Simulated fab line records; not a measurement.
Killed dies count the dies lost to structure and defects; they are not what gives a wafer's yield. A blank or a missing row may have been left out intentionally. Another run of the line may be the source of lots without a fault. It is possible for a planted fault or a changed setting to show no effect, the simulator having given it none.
One fault through the eyes of 2 desks :: flow n5Finfet :: only its own numbers are on each desk; what lay behind them is given at the end

## METROLOGY DESK
What the gauges read for every lot (on any tool): the sampled wafers with a number, averaged. Marked OUT: a lot whose mean sits more than 4 standard deviations from the usual mean, which makes it out of limits; the brackets give that distance.
Columns: A = M8_OVL at N5_BEOL_M8_OVL_MEAS_12, usual -0.3 nm
lot: L940
first seen here: day 11 14:43
A: 0.6

lot: L943
first seen here: day 11 17:20
A: -1.0

lot: L942
first seen here: day 11 23:25
A: -0.0

lot: L944
first seen here: day 12 06:48
A: 0.3

lot: L948
first seen here: day 12 19:12
A: -0.2

lot: L952
first seen here: day 14 14:07
A: 0.3

lot: L954
first seen here: day 14 17:31
A: 0.0

lot: L951
first seen here: day 14 23:28
A: -1.3

lot: L958
first seen here: day 15 15:58
A: -0.5

lot: L957
first seen here: day 15 19:25
A: -0.1

lot: L961
first seen here: day 16 11:54
A: -1.9

lot: L962
first seen here: day 17 02:04
A: -0.3
This desk's verdict: no lot among the 12 shows anything out of limits.

## FOR THE TOOL OWNER'S DESK: lithoTrack-01
The tool's own readings at N5_BEOL_M8_COAT_05 (resist thk 90 nm): means of the sampled wafers that have a number, for each lot that ran on this tool. Marked OUT: a lot whose mean sits more than 4 standard deviations from the usual mean, which makes it out of limits; the brackets give that distance.
Columns: A = exhaustPa at N5_BEOL_M8_COAT_05, usual 45.1 Pa; B = spinSpeedRpm at N5_BEOL_M8_COAT_05, usual 1500.0 rpm
lot: L942
first seen here: day 11 23:01
A: 45.8
B: 1499.6

lot: L944
first seen here: day 12 06:32
A: 44.7
B: 1500.0

lot: L952
first seen here: day 14 13:43
A: 45.3
B: 1424.8 (-79) OUT

lot: L951
first seen here: day 14 23:11
A: 45.5
B: 1425.1 (-79) OUT
This desk's verdict: out of limits on L951, L952, starting with L952 at day 14 13:43 (spinSpeedRpm at N5_BEOL_M8_COAT_05). L942, L944: within limits.

## BROUGHT TOGETHER
The tool owner's desk could have raised an alarm at day 14 13:43, on L951, L952.
Metrology desk: nothing out of limits seen.
The metrology desk holds a record of L951, L952, inside its limits.
Of the lots named, all ran N5_BEOL_M8_COAT_05 on lithoTrack-01.

## WHAT THE SIMULATOR HAD PUT IN
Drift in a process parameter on lithoTrack-01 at N5_BEOL_M8_COAT_05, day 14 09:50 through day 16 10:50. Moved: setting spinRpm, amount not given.
Lots struck among those shown: L951, L952.
Delay in hours, fault start to first out-of-limits reading, by desk: the tool owner's desk at 4.
